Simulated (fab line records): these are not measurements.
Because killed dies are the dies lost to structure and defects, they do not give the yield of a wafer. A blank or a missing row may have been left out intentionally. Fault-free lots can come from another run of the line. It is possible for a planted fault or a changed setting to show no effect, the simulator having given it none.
fab line records :: flow nandHarc
[record]
  lots = 6
  wafers = 18
  lastDay = 23
route steps=1159 shown A_WL_FILL@839 A_CONTACT@840 END@1159
lots that met no fault: from a run of the same line without faults
startH: hours from the record's opening day to when the first of the lot's shown wafers began :: waitH: time in hours since the lot's previous step :: " repeats the value in the row above :: L1.1+2: a row that stands for several wafers :: - no value, or no start was given :: * or withheld: withheld :: < > ~ a bound
route shown NAME@n: NAME is a module with steps in the file, n the number in the route of the first one :: usual: the fault-free wafers' mean and standard deviation :: same: alike in all rows :: chamber/n: place in a boat :: sites: the reading at each site :: _std_site: their standard deviation :: _edge_site: inner sites' mean taken away from outer sites' mean :: radiusMm: for every site, how far away it sits from the centre of the wafer :: mask NAME#n: copy n :: behind: the tool/chamber that last shaped the wafer :: hold: why the lot went on hold/how many hours it stayed there/how the hold came to an end :: device: the transistor (n, p or np) that didn't switch :: end of line: tests run on the same wafers once the route is complete :: step lacking rows: just its recipe :: killed: dies lost to structure and defects at the first sort, not the wafer's yield :: map: dies across one wafer; x = killed, . = not, _ = none there
set.NAME: setting as actually run; set.NAME@STEP: the setting as run at that earlier step :: model.NAME: the simulator's own value behind a step, which no gauge read
lots at some steps of the route; a table a step, a row a wafer
services: a tool's chamber out of use, with start hour (startH, from the record's first day; less than 0 if before it), hours out, and reason
[[steps]]
[step NHARC_A_WL_FILL_INSPECT_15]
[usual]
  rawDefectCount = 377/120
lot.wafer: L624.2
tool: defectInspect-02
chamber: -
startH: 366.75
waitH: 0.0
rawDefectCount: 251

lot.wafer: L624.4
tool: defectInspect-02
chamber: -
startH: 366.75
waitH: 0.0
rawDefectCount: 280

lot.wafer: L624.5
tool: defectInspect-02
chamber: -
startH: 366.75
waitH: 0.0
rawDefectCount: 222

lot.wafer: L628.2
tool: defectInspect-02
chamber: -
startH: 380.80
waitH: 0.0
rawDefectCount: 436

lot.wafer: L628.3
tool: defectInspect-02
chamber: -
startH: 380.80
waitH: 0.0
rawDefectCount: 431

lot.wafer: L628.5
tool: defectInspect-02
chamber: -
startH: 380.80
waitH: 0.0
rawDefectCount: 477

lot.wafer: L631.1
tool: defectInspect-02
chamber: -
startH: 401.27
waitH: 0.0
rawDefectCount: 394

lot.wafer: L631.2
tool: defectInspect-02
chamber: -
startH: 401.27
waitH: 0.0
rawDefectCount: 433

lot.wafer: L631.3
tool: defectInspect-02
chamber: -
startH: 401.27
waitH: 0.0
rawDefectCount: 249

lot.wafer: L633.1
tool: defectInspect-01
chamber: -
startH: 417.02
waitH: 0.0
rawDefectCount: 397

lot.wafer: L633.4
tool: defectInspect-01
chamber: -
startH: 417.02
waitH: 0.0
rawDefectCount: 321

lot.wafer: L633.6
tool: defectInspect-01
chamber: -
startH: 417.02
waitH: 0.0
rawDefectCount: 517

lot.wafer: L637.2
tool: defectInspect-01
chamber: -
startH: 444.05
waitH: 0.0
rawDefectCount: 230

lot.wafer: L637.4
tool: defectInspect-01
chamber: -
startH: 444.05
waitH: 0.0
rawDefectCount: 409

lot.wafer: L637.5
tool: defectInspect-01
chamber: -
startH: 444.05
waitH: 0.0
rawDefectCount: 235

lot.wafer: L641.1
tool: defectInspect-02
chamber: -
startH: 457.60
waitH: 0.0
rawDefectCount: 570

lot.wafer: L641.3
tool: defectInspect-02
chamber: -
startH: 457.60
waitH: 0.0
rawDefectCount: 492

lot.wafer: L641.5
tool: defectInspect-02
chamber: -
startH: 457.60
waitH: 0.0
rawDefectCount: 516
[step NHARC_A_CONTACT_DEP_24]
[recipe]
  targetThkA = 5000
  tempC = 400
  pressureTorr = 6.5
  rfW = 900
  teosFlowSccm = 161.4
  flowSccm = 2650
  targetThkNm = 500
  gas = O2
  material = SiO2
[usual]
  chamberPressureTorr = 6.502/0.015
  heaterPowerW = 514/100
  throttleValvePct = 16.0/0.5
lot.wafer: L624.2
tool: pecvd-02
chamber: 0
startH: 366.94
waitH: 0.2
chamberPressureTorr: 6.506
heaterPowerW: 568
throttleValvePct: 15.8

lot.wafer: L624.4
tool: pecvd-02
chamber: 2
startH: 366.94
waitH: 0.2
chamberPressureTorr: 6.518
heaterPowerW: 371
throttleValvePct: 16.2

lot.wafer: L624.5
tool: pecvd-02
chamber: 0
startH: 366.94
waitH: 0.2
chamberPressureTorr: 6.507
heaterPowerW: 576
throttleValvePct: 15.9

lot.wafer: L628.3
tool: pecvd-02
chamber: 0
startH: 380.86
waitH: 0.1
chamberPressureTorr: 6.498
heaterPowerW: 548
throttleValvePct: 15.6

lot.wafer: L628.2
tool: pecvd-02
chamber: 1
startH: 380.86
waitH: 0.1
chamberPressureTorr: 6.500
heaterPowerW: 606
throttleValvePct: 15.9

lot.wafer: L628.5
tool: pecvd-02
chamber: 1
startH: 380.86
waitH: 0.1
chamberPressureTorr: 6.523
heaterPowerW: 630
throttleValvePct: 16.1

lot.wafer: L631.3
tool: pecvd-02
chamber: 1
startH: 401.33
waitH: 0.1
chamberPressureTorr: 6.506
heaterPowerW: 533
throttleValvePct: 15.9

lot.wafer: L631.1
tool: pecvd-02
chamber: 2
startH: 401.33
waitH: 0.1
chamberPressureTorr: 6.511
heaterPowerW: 421
throttleValvePct: 16.6

lot.wafer: L631.2
tool: pecvd-02
chamber: 0
startH: 401.33
waitH: 0.1
chamberPressureTorr: 6.473
heaterPowerW: 508
throttleValvePct: 15.9

lot.wafer: L633.1
tool: pecvd-02
chamber: 0
startH: 417.15
waitH: 0.1
chamberPressureTorr: 6.504
heaterPowerW: 530
throttleValvePct: 15.6

lot.wafer: L633.4
tool: pecvd-02
chamber: 2
startH: 417.15
waitH: 0.1
chamberPressureTorr: 6.494
heaterPowerW: 496
throttleValvePct: 16.5

lot.wafer: L633.6
tool: pecvd-02
chamber: 1
startH: 417.15
waitH: 0.1
chamberPressureTorr: 6.525
heaterPowerW: 662
throttleValvePct: 15.9

lot.wafer: L637.2
tool: pecvd-02
chamber: 1
startH: 444.12
waitH: 0.1
chamberPressureTorr: 6.509
heaterPowerW: 627
throttleValvePct: 15.9

lot.wafer: L637.4
tool: pecvd-02
chamber: 2
startH: 444.12
waitH: 0.1
chamberPressureTorr: 6.524
heaterPowerW: 494
throttleValvePct: 16.6

lot.wafer: L637.5
tool: pecvd-02
chamber: 2
startH: 444.12
waitH: 0.1
chamberPressureTorr: 6.518
heaterPowerW: 498
throttleValvePct: 16.6

lot.wafer: L641.3
tool: pecvd-04
chamber: 0
startH: 457.67
waitH: 0.1
chamberPressureTorr: 6.508
heaterPowerW: 462
throttleValvePct: 16.1

lot.wafer: L641.1
tool: pecvd-04
chamber: 1
startH: 457.67
waitH: 0.1
chamberPressureTorr: 6.533
heaterPowerW: 533
throttleValvePct: 16.1

lot.wafer: L641.5
tool: pecvd-04
chamber: 1
startH: 457.67
waitH: 0.1
chamberPressureTorr: 6.510
heaterPowerW: 528
throttleValvePct: 15.7
[step NHARC_A_CONTACT_DEP_28]
[recipe]
  targetThkA = 36000
  tempC = 400
  material = aC
[usual]
  throttleValvePct = 35.001/0.0098
lot.wafer: L624.2
tool: aclDep-02
chamber: 0
startH: 367.79
waitH: 0.4
throttleValvePct: 34.997

lot.wafer: L624.4
tool: aclDep-02
chamber: 0
startH: 367.79
waitH: 0.4
throttleValvePct: 35.014

lot.wafer: L624.5
tool: aclDep-02
chamber: 0
startH: 367.79
waitH: 0.4
throttleValvePct: 34.995

lot.wafer: L628.2
tool: aclDep-02
chamber: 0
startH: 382.43
waitH: 1.0
throttleValvePct: 34.980

lot.wafer: L628.3
tool: aclDep-02
chamber: 0
startH: 382.43
waitH: 1.0
throttleValvePct: 34.996

lot.wafer: L628.5
tool: aclDep-02
chamber: 0
startH: 382.43
waitH: 1.0
throttleValvePct: 35.008

lot.wafer: L631.1
tool: aclDep-03
chamber: 0
startH: 401.94
waitH: 0.1
throttleValvePct: 34.995

lot.wafer: L631.2
tool: aclDep-03
chamber: 0
startH: 401.94
waitH: 0.1
throttleValvePct: 35.001

lot.wafer: L631.3
tool: aclDep-03
chamber: 0
startH: 401.94
waitH: 0.1
throttleValvePct: 34.989

lot.wafer: L633.1
tool: aclDep-01
chamber: 0
startH: 418.71
waitH: 1.1
throttleValvePct: 34.998

lot.wafer: L633.4
tool: aclDep-01
chamber: 0
startH: 419.83
waitH: 2.2
throttleValvePct: 35.000

lot.wafer: L633.6
tool: aclDep-01
chamber: 0
startH: 419.83
waitH: 2.2
throttleValvePct: 35.007

lot.wafer: L637.2
tool: aclDep-02
chamber: 0
startH: 446.56
waitH: 1.7
throttleValvePct: 35.002

lot.wafer: L637.4
tool: aclDep-02
chamber: 0
startH: 446.56
waitH: 1.7
throttleValvePct: 34.977

lot.wafer: L637.5
tool: aclDep-02
chamber: 0
startH: 446.56
waitH: 1.7
throttleValvePct: 34.994

lot.wafer: L641.1
tool: aclDep-03
chamber: 0
startH: 458.49
waitH: 0.3
throttleValvePct: 34.984

lot.wafer: L641.3
tool: aclDep-03
chamber: 0
startH: 458.49
waitH: 0.3
throttleValvePct: 35.003

lot.wafer: L641.5
tool: aclDep-03
chamber: 0
startH: 458.49
waitH: 0.3
throttleValvePct: 35.001
[step NHARC_A_CONTACT_DEP_29]
[recipe]
  targetThkA = 700
  targetThkNm = 70
  tempC = 400
  pressureTorr = 3.5
  flowSccm = 200
  rfW = 350
  material = SiON
[usual]
  chamberPressureTorr = 3.499/0.0075
  heaterPowerW = 707/97
lot.wafer: L624.2
tool: pecvd-01
chamber: 2
startH: 369.64
waitH: 1.5
chamberPressureTorr: 3.511
heaterPowerW: 575

lot.wafer: L624.4
tool: pecvd-01
chamber: 2
startH: 369.64
waitH: 1.5
chamberPressureTorr: 3.498
heaterPowerW: 466

lot.wafer: L624.5
tool: pecvd-01
chamber: 0
startH: 369.64
waitH: 1.5
chamberPressureTorr: 3.500
heaterPowerW: 664

lot.wafer: L628.3
tool: pecvd-02
chamber: 1
startH: 384.32
waitH: 1.1
chamberPressureTorr: 3.507
heaterPowerW: 789

lot.wafer: L628.2
tool: pecvd-02
chamber: 2
startH: 384.32
waitH: 1.1
chamberPressureTorr: 3.501
heaterPowerW: 682

lot.wafer: L628.5
tool: pecvd-02
chamber: 0
startH: 384.32
waitH: 1.1
chamberPressureTorr: 3.502
heaterPowerW: 762

lot.wafer: L631.2
tool: pecvd-02
chamber: 0
startH: 404.16
waitH: 1.5
chamberPressureTorr: 3.509
heaterPowerW: 730

lot.wafer: L631.3
tool: pecvd-02
chamber: 1
startH: 404.16
waitH: 1.5
chamberPressureTorr: 3.489
heaterPowerW: 815

lot.wafer: L631.1
tool: pecvd-02
chamber: 2
startH: 404.16
waitH: 1.5
chamberPressureTorr: 3.487
heaterPowerW: 674

lot.wafer: L633.1
tool: pecvd-04
chamber: 2
startH: 421.00
waitH: 1.9
chamberPressureTorr: 3.503
heaterPowerW: 896

lot.wafer: L633.4
tool: pecvd-04
chamber: 1
startH: 421.00
waitH: 1.9
chamberPressureTorr: 3.499
heaterPowerW: 775

lot.wafer: L633.6
tool: pecvd-04
chamber: 2
startH: 421.00
waitH: 1.9
chamberPressureTorr: 3.503
heaterPowerW: 880

lot.wafer: L637.2
tool: pecvd-02
chamber: 2
startH: 448.45
waitH: 1.5
chamberPressureTorr: 3.507
heaterPowerW: 696

lot.wafer: L637.4
tool: pecvd-02
chamber: 2
startH: 448.45
waitH: 1.5
chamberPressureTorr: 3.506
heaterPowerW: 673

lot.wafer: L637.5
tool: pecvd-02
chamber: 2
startH: 448.45
waitH: 1.5
chamberPressureTorr: 3.495
heaterPowerW: 702

lot.wafer: L641.3
tool: pecvd-02
chamber: 2
startH: 460.79
waitH: 1.2
chamberPressureTorr: 3.516
heaterPowerW: 644

lot.wafer: L641.1
tool: pecvd-02
chamber: 0
startH: 460.79
waitH: 1.2
chamberPressureTorr: 3.499
heaterPowerW: 784

lot.wafer: L641.5
tool: pecvd-02
chamber: 2
startH: 460.79
waitH: 1.2
chamberPressureTorr: 3.508
heaterPowerW: 630
[step NHARC_A_CONTACT_DEHYDRATE_32]
[recipe]
  tempC = 150
  timeS = 120
[step NHARC_A_CONTACT_HMDS_33]
[recipe]
  timeS = 30
[step NHARC_A_CONTACT_COAT_34]
[recipe]
  tempC = 260
  timeS = 75
[step NHARC_A_CONTACT_COAT_35]
[recipe]
  tempC = 225
  timeS = 65
[step NHARC_A_CONTACT_COAT_36]
[recipe]
  spinRpm = 1500
  resistThkNm = 90
[step NHARC_A_CONTACT_SOFTBAKE_37]
[recipe]
  tempC = 105
  timeS = 55
[usual]
  exhaustPa = 45.0/0.86
  heaterPowerTotalW = 188.46/0.14
lot.wafer: L624.2
tool: lithoTrack-06
chamber: 0
startH: 369
waitH: -
exhaustPa: 45.1
heaterPowerTotalW: 188.39

lot.wafer: L624.4
tool: lithoTrack-06
chamber: 0
startH: 369
waitH: -
exhaustPa: 46.4
heaterPowerTotalW: 188.36

lot.wafer: L624.5
tool: lithoTrack-06
chamber: 0
startH: 369
waitH: -
exhaustPa: 46.6
heaterPowerTotalW: 188.60

lot.wafer: L628.2
tool: lithoTrack-01
chamber: 0
startH: 384
waitH: -
exhaustPa: 43.9
heaterPowerTotalW: 188.80

lot.wafer: L628.3
tool: lithoTrack-01
chamber: 0
startH: 384
waitH: -
exhaustPa: 43.2
heaterPowerTotalW: 188.37

lot.wafer: L628.5
tool: lithoTrack-01
chamber: 0
startH: 384
waitH: -
exhaustPa: 43.3
heaterPowerTotalW: 188.36

lot.wafer: L631.1
tool: lithoTrack-01
chamber: 0
startH: 404
waitH: -
exhaustPa: 44.4
heaterPowerTotalW: 188.51

lot.wafer: L631.2
tool: lithoTrack-01
chamber: 0
startH: 404
waitH: -
exhaustPa: 44.9
heaterPowerTotalW: 188.71

lot.wafer: L631.3
tool: lithoTrack-01
chamber: 0
startH: 404
waitH: -
exhaustPa: 45.0
heaterPowerTotalW: 188.37

lot.wafer: L633.1
tool: lithoTrack-04
chamber: 0
startH: 421
waitH: -
exhaustPa: 44.4
heaterPowerTotalW: 188.45

lot.wafer: L633.4
tool: lithoTrack-04
chamber: 0
startH: 421
waitH: -
exhaustPa: 45.2
heaterPowerTotalW: 188.31

lot.wafer: L633.6
tool: lithoTrack-04
chamber: 0
startH: 421
waitH: -
exhaustPa: 44.7
heaterPowerTotalW: 188.28

lot.wafer: L637.2
tool: lithoTrack-04
chamber: 0
startH: 448
waitH: -
exhaustPa: 45.6
heaterPowerTotalW: 183.34

lot.wafer: L637.4
tool: lithoTrack-04
chamber: 0
startH: 448
waitH: -
exhaustPa: 45.2
heaterPowerTotalW: 183.32

lot.wafer: L637.5
tool: lithoTrack-04
chamber: 0
startH: 448
waitH: -
exhaustPa: 46.8
heaterPowerTotalW: 183.31

lot.wafer: L641.1
tool: lithoTrack-04
chamber: 0
startH: 461
waitH: -
exhaustPa: 43.7
heaterPowerTotalW: 183.37

lot.wafer: L641.3
tool: lithoTrack-04
chamber: 0
startH: 461
waitH: -
exhaustPa: 45.3
heaterPowerTotalW: 183.44

lot.wafer: L641.5
tool: lithoTrack-04
chamber: 0
startH: 461
waitH: -
exhaustPa: 44.3
heaterPowerTotalW: 183.52
[step NHARC_A_CONTACT_EBR_38]
[step NHARC_END_SORT_01]
[recipe]
  tempC = 25
[usual]
  killedAtArray = 25/7.8
  killedAtOther = 0.6/0.81
  killedAtPeriphery = 3.3/2.2
  killedDies = 29/8.2
  killedOpen = 3.5/1.9
  killedShort = 1.8/1.3
[same]
  grossDies = 677
lot.wafer: L628.2
tool: prober-02
chamber: 0
startH: 447.02
waitH: 2.8
killedAtArray: 15
killedAtOther: 1
killedAtPeriphery: 3
killedDies: 19
killedOpen: 1
killedShort: 2

lot.wafer: L628.3
tool: prober-02
chamber: 0
startH: 447.82
waitH: 3.1
killedAtArray: 20
killedAtOther: 0
killedAtPeriphery: 3
killedDies: 23
killedOpen: 3
killedShort: 2

lot.wafer: L628.5
tool: prober-02
chamber: 0
startH: 449.42
waitH: 3.7
killedAtArray: 16
killedAtOther: 1
killedAtPeriphery: 2
killedDies: 19
killedOpen: 3
killedShort: 4

lot.wafer: L637.2
tool: prober-01
chamber: 0
startH: 532.07
waitH: 2.8
killedAtArray: 16
killedAtOther: 2
killedAtPeriphery: 6
killedDies: 24
killedOpen: 5
killedShort: 4

lot.wafer: L637.4
tool: prober-01
chamber: 0
startH: 533.65
waitH: 3.4
killedAtArray: 7
killedAtOther: 0
killedAtPeriphery: 2
killedDies: 9
killedOpen: 3
killedShort: 1

lot.wafer: L637.5
tool: prober-01
chamber: 0
startH: 534.44
waitH: 3.7
killedAtArray: 12
killedAtOther: 1
killedAtPeriphery: 0
killedDies: 13
killedOpen: 2
killedShort: 3
// killed by level:class
L628.2 A_CHANNEL_HOLE_D1:chamberFilmFlake=8 A_SGD_CUT:chamberFilmFlake=3 P_CONTACT:geometricParticle:open=1 P_M1:geometricParticle:short=1 A_M0:geometricParticle:short=1 P_GATE:chamberFilmFlake=1 A_ZERO_WELL:chamberFilmFlake=1 A_SLIT:chamberFilmFlake=1
L628.3 A_CHANNEL_HOLE_D1:chamberFilmFlake=8 A_CONTACT:geometricParticle:open=2 A_ZERO_WELL:chamberFilmFlake=2 A_STAIRCASE:chamberFilmFlake=2 A_SGD_CUT:chamberFilmFlake=2 P_M1:geometricParticle:open=1 A_CHANNEL_FILL_D1:geometricParticle:short=1 A_WL_FILL:geometricParticle:short=1
L628.5 A_CHANNEL_HOLE_D1:chamberFilmFlake=6 A_ZERO_WELL:chamberFilmFlake=2 A_STAIRCASE:chamberFilmFlake=2 A_SGD_CUT:chamberFilmFlake=2 P_GATE:geometricParticle:short=1 P_M0:geometricParticle:open=1 A_ONON_D1:geometricParticle:short=1 A_WL_FILL:geometricParticle:short=1
L637.2 A_CONTACT:chamberFilmFlake=7 A_CHANNEL_HOLE_D1:chamberFilmFlake=5 P_CONTACT:geometricParticle:open=3 P_M0:geometricParticle:short=1 P_BONDPAD:geometricParticle:open=1 A_CHANNEL_HOLE_D1:geometricParticle:open=1 A_CHANNEL_HOLE_D1:geometricParticle:short=1 A_WL_FILL:geometricParticle:short=1
L637.4 A_CONTACT:chamberFilmFlake=4 P_GATE:geometricParticle:open=1 P_M0:geometricParticle:open=1 A_STAIRCASE:geometricParticle:open=1 A_WL_FILL:geometricParticle:short=1 A_CHANNEL_HOLE_D1:chamberFilmFlake=1
L637.5 A_CONTACT:chamberFilmFlake=5 A_CHANNEL_HOLE_D1:chamberFilmFlake=3 A_WL_FILL:geometricParticle:short=2 A_CONTACT:geometricParticle:open=1 A_BLC:geometricParticle:open=1 STARTING-WAFER:geometricParticle:short=1
[[services]]
tool: pecvd-02
chamber: 0
startH: 348.20
hours: -
kind: clean

tool: pecvd-02
chamber: 1
startH: 348.20
hours: -
kind: clean

tool: pecvd-02
chamber: 2
startH: 348.20
hours: -
kind: clean

tool: aclDep-02
chamber: -
startH: 350.86
hours: 13.0
kind: pm

tool: pecvd-04
chamber: 2
startH: 360.62
hours: 4.0
kind: repair

tool: pecvd-04
chamber: -
startH: 376.12
hours: 13.0
kind: pm

tool: pecvd-04
chamber: 0
startH: 376.12
hours: 13.0
kind: ventCycle

tool: pecvd-04
chamber: 1
startH: 376.12
hours: 13.0
kind: ventCycle

tool: pecvd-04
chamber: 2
startH: 376.12
hours: 13.0
kind: ventCycle

tool: pecvd-04
chamber: 0
startH: 389.12
hours: -
kind: clean

tool: pecvd-04
chamber: 1
startH: 389.12
hours: -
kind: clean

tool: pecvd-04
chamber: 2
startH: 389.12
hours: -
kind: clean

tool: pecvd-04
chamber: -
startH: 390.34
hours: 2.2
kind: repair

tool: pecvd-01
chamber: -
startH: 395.33
hours: 1.6
kind: repair

tool: aclDep-03
chamber: -
startH: 404.14
hours: 13.0
kind: pm

tool: pecvd-01
chamber: -
startH: 418.24
hours: 13.0
kind: pm

tool: pecvd-01
chamber: 0
startH: 418.24
hours: 13.0
kind: ventCycle

tool: pecvd-01
chamber: 1
startH: 418.24
hours: 13.0
kind: ventCycle

tool: pecvd-01
chamber: 2
startH: 418.24
hours: 13.0
kind: ventCycle

tool: pecvd-01
chamber: 0
startH: 431.24
hours: -
kind: clean

tool: pecvd-01
chamber: 1
startH: 431.24
hours: -
kind: clean

tool: pecvd-01
chamber: 2
startH: 431.24
hours: -
kind: clean

tool: pecvd-02
chamber: 0
startH: 438.09
hours: 21.0
kind: repair

tool: lithoTrack-01
chamber: -
startH: 443.00
hours: 7.0
kind: pm
[[key]]
[firstSign]
  step = NHARC_A_CONTACT_SOFTBAKE_37
  reading = heaterPowerTotalW
  direction = down
  sigmas = 36
  usual = *
  struck = *
effect none on later readings
metAt NHARC_A_CONTACT_SOFTBAKE_37
struckWafers L637.2,L637.4,L637.5,L641.1,L641.3,L641.5
testerLeftOut L637,L641
[fault]
  kind = processParameterDrift
  tool = lithoTrack-04
  chamber = -
  onsetH = 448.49
  steps = NHARC_A_CONTACT_SOFTBAKE_37
  channel = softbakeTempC
  offset = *
  shape = step
  endH = 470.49
  actsIn = *
  stated = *
// testerLeftOut: of these lots the tester's yield and bins aren't shown, on N5 and GAA mostly nor the transistor test; their killed dies are dies lost to structure and defects alone, not to doping, threshold or leakage, so they don't give the yield
